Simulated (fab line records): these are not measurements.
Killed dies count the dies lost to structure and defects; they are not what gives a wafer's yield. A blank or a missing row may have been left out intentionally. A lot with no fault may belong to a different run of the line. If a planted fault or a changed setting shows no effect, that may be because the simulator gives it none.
Matching of chambers | flow n5Finfet | rieDiel-04 running N5_DUMMY_GATE_STRIP_48: 4 sister chambers
The step strips in N2/H2, time 20 s. 8 wafers are shown with their chamber, then 7 later ones without.

## WAFERS, EACH WITH ITS CHAMBER
wafer  | chamber | showerheadPlenumPTorr (Torr) | throttleValvePct (%)
L077.1 | 3       | 3.50                         | 12.23
L077.6 | 3       | 3.50                         | 12.24
L082.1 | 2       | 3.22                         | 12.20
L082.5 | 1       | 3.51                         | 12.49
L087.3 | 1       | 3.51                         | 12.52
L087.6 | 0       | 3.40                         | 11.98
L091.2 | 0       | 3.39                         | 11.97
L091.5 | 2       | 3.21                         | 12.23

## WAFERS WITHOUT THEIR CHAMBER
wafer  | showerheadPlenumPTorr (Torr) | throttleValvePct (%)
L091.6 | 3.49                         | 12.32
L093.2 | 3.21                         | 12.24
L093.3 | 3.50                         | 12.55
L093.4 | 3.39                         | 11.99
L094.3 | 3.50                         | 12.56
L094.5 | 3.39                         | 11.99
L094.6 | 3.50                         | 12.55

## CHAMBER TAKEN BY EACH
wafer  | from the rows above | in truth
L091.6 | 3                   | 3
L093.2 | 2                   | 2
L093.3 | 1                   | 1
L093.4 | 0                   | 0
L094.3 | 1                   | 1
L094.5 | 0                   | 0
L094.6 | 1                   | 1
Correct placement for 7 of the 7. Left unplaced by these rows: 0. Placed wrongly: 0.
How it was worked out, from the rows above alone: a wafer's distance from a chamber is the root of the sum, over the readings, of the square of ((its reading less the chamber's mean) divided by the reading's scatter). The wafer belongs to the nearest chamber; if the next one is less than 2 further off, it can't be placed. For every chamber, the mean is computed from those of its wafers that are shown. How the scatter is found: for the shown wafers, subtract from each reading the mean of its chamber, square and add these, divide the total by (wafers less chambers), then take the root.
